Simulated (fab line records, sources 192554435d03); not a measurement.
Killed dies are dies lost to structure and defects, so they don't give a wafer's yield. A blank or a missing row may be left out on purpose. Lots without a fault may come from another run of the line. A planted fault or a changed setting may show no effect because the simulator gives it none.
Which tool did it? | flow n5_finfet | 10 lots, 30 wafers sampled, at 5 steps of a route of 1938

WHAT THE GAUGES READ, wafer by wafer
The record holds no reading of a measuring or inspecting step that can be judged against a usual standard deviation.

WHICH TOOL RAN EACH LOT (tool, then ch and the chambers of the sampled wafers, then the start)
lot  | N5_BEOL_M9_DESCUM_33               | N5_BEOL_M9_ETCH_76                 | N5_BEOL_M9_ETCH_65                 | N5_BEOL_M9_ALD_74                   | N5_PASSIVATION_PROBE_49
L674 | rie_diel-01 ch 0,1,3, day 13 04:17 | rie_diel-01 ch 0,1,3, day 13 04:20 | rie_diel-01 ch 0,1,3, day 13 04:21 | ald_metal-01 ch 1,3, day 13 06:02   | -
L677 | rie_diel-01 ch 2,3, day 13 05:18   | rie_diel-01 ch 2,3, day 13 05:20   | rie_diel-01 ch 2,3, day 13 05:21   | ald_metal-01 ch 1,2,3, day 13 06:25 | prober-01, day 15 19:17
L679 | rie_diel-01 ch 1,2, day 13 08:28   | rie_diel-01 ch 1,2, day 13 08:29   | rie_diel-01 ch 1,2, day 13 08:31   | ald_metal-01 ch 2,3, day 13 10:14   | -
L681 | rie_diel-01 ch 0,1,2, day 14 17:40 | rie_diel-01 ch 0,1,2, day 14 17:41 | rie_diel-01 ch 0,1,2, day 14 17:43 | ald_metal-03 ch 0,1,2, day 14 18:53 | -
L684 | rie_diel-02 ch 0,1,2, day 15 21:43 | rie_diel-02 ch 0,1,2, day 15 21:44 | rie_diel-02 ch 0,1,2, day 15 21:46 | ald_metal-03 ch 0,2,3, day 15 23:17 | -
L686 | rie_diel-01 ch 0,1,2, day 16 06:20 | rie_diel-01 ch 0,1,2, day 16 06:22 | rie_diel-01 ch 0,1,2, day 16 06:23 | ald_metal-03 ch 0,3, day 16 09:12   | -
L688 | rie_diel-02 ch 0,1,3, day 17 00:34 | rie_diel-02 ch 0,1,3, day 17 00:37 | rie_diel-02 ch 0,1,3, day 17 00:37 | ald_metal-01 ch 0,1,3, day 17 02:31 | -
L690 | rie_diel-01 ch 0,2,3, day 17 02:43 | rie_diel-01 ch 0,2,3, day 17 02:45 | rie_diel-01 ch 0,2,3, day 17 02:46 | ald_metal-04 ch 2,3, day 17 05:46   | -
L691 | rie_diel-01 ch 0,3, day 17 05:22   | rie_diel-01 ch 0,3, day 17 05:23   | rie_diel-01 ch 0,3, day 17 05:25   | ald_metal-03 ch 0,3, day 17 06:44   | -
L689 | rie_diel-02 ch 0,1,3, day 17 05:49 | rie_diel-02 ch 0,1,3, day 17 05:50 | rie_diel-02 ch 0,1,3, day 17 05:52 | ald_metal-04 ch 0,2,3, day 17 07:13 | -
- N5_BEOL_M9_DESCUM_33: chemistry O2, time 7 s.
- N5_BEOL_M9_ETCH_76: etches underlayer in N2/H2, target depth 6.5 nm, time 5.2 s.
- N5_BEOL_M9_ETCH_65: etches SiARC in CF4, target depth 15.6 nm, time 26 s.
- N5_BEOL_M9_ALD_74: deposits TaN, target thk 2 nm, pulse time 2 s, purge time 3 s.
- N5_PASSIVATION_PROBE_49

WHAT THE TOOLS THEMSELVES READ (means of the sampled wafers that have a number; where no wafer has one, the mark that the record gives instead)
N5_BEOL_M9_DESCUM_33. Usual: drypump_motor_current_A 5.7 A, standard deviation 0.35; oes_product_au 0.74 a.u., standard deviation 0.079; rf_vpp_V 243.2 V, standard deviation 1.4; showerhead_plenum_p_Torr 2.10 Torr, standard deviation 0.072; throttle_valve_pct 20.67 %, standard deviation 0.21.
lot  | tool        | drypump_motor_current_A (A) | oes_product_au (a.u.) | rf_vpp_V (V) | showerhead_plenum_p_Torr (Torr) | throttle_valve_pct (%) | flag
L674 | rie_diel-01 | 6.0                         | 0.70                  | 242.5        | 2.04                            | 20.68                  |
L677 | rie_diel-01 | 6.1                         | 0.70                  | 242.8        | 2.03                            | 20.59                  |
L679 | rie_diel-01 | 5.9                         | 0.71                  | 243.6        | 2.10                            | 20.75                  |
L681 | rie_diel-01 | 5.8                         | 0.70                  | 242.9        | 2.10                            | 20.80                  |
L684 | rie_diel-02 | 5.7                         | 0.72                  | 242.7        | 2.07                            | 20.54                  |
L686 | rie_diel-01 | 5.8                         | 0.69                  | 243.4        | 2.09                            | 20.82                  |
L688 | rie_diel-02 | 5.5                         | 0.77                  | 244.0        | 2.14                            | 20.55                  |
L690 | rie_diel-01 | 5.9                         | 0.68                  | 242.7        | 2.06                            | 20.75                  |
L691 | rie_diel-01 | 6.0                         | 0.69                  | 242.3        | 2.04                            | 20.76                  |
L689 | rie_diel-02 | 5.5                         | 0.78                  | 242.1        | 2.14                            | 20.55                  |

N5_BEOL_M9_ETCH_76. Usual: drypump_motor_current_A 5.7 A, standard deviation 0.35; etch_rf_on_time_s 5.18 s, standard deviation 0.13; oes_product_au 0.64 a.u., standard deviation 0.071; rf_vpp_V 524.1 V, standard deviation 2.3; showerhead_plenum_p_Torr 2.55 Torr, standard deviation 0.081; throttle_valve_pct 18.13 %, standard deviation 0.19.
lot  | tool        | drypump_motor_current_A (A) | etch_rf_on_time_s (s) | oes_product_au (a.u.) | rf_vpp_V (V) | showerhead_plenum_p_Torr (Torr) | throttle_valve_pct (%) | flag
L674 | rie_diel-01 | 6.1                         | 5.18                  | 0.60                  | 522.8        | 2.49                            | 18.23                  |
L677 | rie_diel-01 | 6.1                         | 5.10                  | 0.61                  | 521.1        | 2.49                            | 18.16                  |
L679 | rie_diel-01 | 5.8                         | 5.25                  | 0.61                  | 523.4        | 2.56                            | 18.27                  |
L681 | rie_diel-01 | 5.8                         | 5.19                  | 0.59                  | 524.1        | 2.55                            | 18.27                  |
L684 | rie_diel-02 | 5.7                         | 5.27                  | 0.61                  | 524.1        | 2.53                            | 18.03                  |
L686 | rie_diel-01 | 5.8                         | 5.31                  | 0.59                  | 524.3        | 2.55                            | 18.29                  |
L688 | rie_diel-02 | 5.5                         | 5.25                  | 0.66                  | 526.1        | 2.59                            | 17.93                  |
L690 | rie_diel-01 | 5.9                         | 5.13                  | 0.59                  | 522.3        | 2.52                            | 18.24                  |
L691 | rie_diel-01 | 5.9                         | 5.21                  | 0.59                  | 522.0        | 2.48                            | 18.22                  |
L689 | rie_diel-02 | 5.5                         | 5.23                  | 0.66                  | 525.2        | 2.59                            | 17.94                  |

N5_BEOL_M9_ETCH_65. Usual: drypump_motor_current_A 5.7 A, standard deviation 0.35; etch_rf_on_time_s 25.8 s, standard deviation 0.62; oes_product_au 0.64 a.u., standard deviation 0.07; rf_vpp_V 184.0 V, standard deviation 1.2; showerhead_plenum_p_Torr 2.15 Torr, standard deviation 0.065; throttle_valve_pct 15.85 %, standard deviation 0.19.
lot  | tool        | drypump_motor_current_A (A) | etch_rf_on_time_s (s) | oes_product_au (a.u.) | rf_vpp_V (V) | showerhead_plenum_p_Torr (Torr) | throttle_valve_pct (%) | flag
L674 | rie_diel-01 | 6.1                         | 26.0                  | 0.60                  | 183.4        | 2.09                            | 15.88                  |
L677 | rie_diel-01 | 6.1                         | 25.7                  | 0.61                  | 182.8        | 2.09                            | 15.87                  |
L679 | rie_diel-01 | 5.9                         | 26.1                  | 0.61                  | 184.5        | 2.15                            | 15.97                  |
L681 | rie_diel-01 | 5.8                         | 26.0                  | 0.60                  | 184.0        | 2.14                            | 16.00                  |
L684 | rie_diel-02 | 5.7                         | 26.2                  | 0.62                  | 183.9        | 2.13                            | 15.79                  |
L686 | rie_diel-01 | 5.7                         | 25.9                  | 0.59                  | 184.6        | 2.14                            | 16.03                  |
L688 | rie_diel-02 | 5.5                         | 26.4                  | 0.66                  | 184.8        | 2.18                            | 15.71                  |
L690 | rie_diel-01 | 5.9                         | 26.0                  | 0.58                  | 184.5        | 2.11                            | 15.98                  |
L691 | rie_diel-01 | 6.0                         | 25.8                  | 0.59                  | 183.8        | 2.09                            | 15.92                  |
L689 | rie_diel-02 | 5.5                         | 25.9                  | 0.66                  | 184.5        | 2.18                            | 15.71                  |

N5_BEOL_M9_ALD_74. Usual: chamber_pressure_Torr 3.001 Torr, standard deviation 0.0065; heater_power_w 417 W, standard deviation 44.
lot  | tool         | chamber_pressure_Torr (Torr) | heater_power_w (W) | flag
L674 | ald_metal-01 | 3.004                        | 401                |
L677 | ald_metal-01 | 3.004                        | 430                |
L679 | ald_metal-01 | 3.000                        | 452                |
L681 | ald_metal-03 | 2.999                        | 397                |
L684 | ald_metal-03 | 3.003                        | 397                |
L686 | ald_metal-03 | 3.001                        | 404                |
L688 | ald_metal-01 | 3.003                        | 402                |
L690 | ald_metal-04 | 2.999                        | 420                |
L691 | ald_metal-03 | 3.002                        | 411                |
L689 | ald_metal-04 | 2.996                        | 421                |

N5_PASSIVATION_PROBE_49. Usual: defect_limited_yield 91.1 %, standard deviation 1.4; killed_at_M0_to_M3 36, standard deviation 11; killed_at_M4_up 14, standard deviation 5.2; killed_at_contacts 12, standard deviation 6.1; killed_at_front_end 40, standard deviation 12; killed_at_other 3.2, standard deviation 2.5; killed_dies 105, standard deviation 16; killed_open 68, standard deviation 12; killed_short 35, standard deviation 8.7; sort_bin_5_function 5.2 %, standard deviation 0.89; sort_bin_6_memory 3.3 %, standard deviation 0.66; sort_n_pass 1074, standard deviation 16; sort_yield_pct 91.1 %, standard deviation 1.4.
lot  | tool      | defect_limited_yield (%) | killed_at_M0_to_M3 | killed_at_M4_up | killed_at_contacts | killed_at_front_end | killed_at_other | killed_dies | killed_open | killed_short | sort_bin_5_function (%) | sort_bin_6_memory (%) | sort_n_pass | sort_yield_pct (%) | flag
L677 | prober-01 | 93.1                     | 19                 | 11              | 11                 | 37                  | 3.0             | 81          | 48          | 27           | 4.4                     | 2.0                   | 1099        | 93.1               |

THE ANSWER, worked out from the rows above alone
Rule: a lot is off if the mean of its wafers that have a number lies more than 3 standard deviations from the usual mean. A lot without any number at a reading at which 4 lots or more have one is off too. The other lots that the step has rows for count as sound. The gauges are gone through in route order, then the tools' own readings, and for those a lot's mean is taken as printed above. The first step at which some lot is off is used, and at that step the reading that is off furthest; a lot without a number counts as furthest.
No lot is off at any reading shown: from this, nothing can be told.

WHAT THE SIMULATOR HAD PUT IN
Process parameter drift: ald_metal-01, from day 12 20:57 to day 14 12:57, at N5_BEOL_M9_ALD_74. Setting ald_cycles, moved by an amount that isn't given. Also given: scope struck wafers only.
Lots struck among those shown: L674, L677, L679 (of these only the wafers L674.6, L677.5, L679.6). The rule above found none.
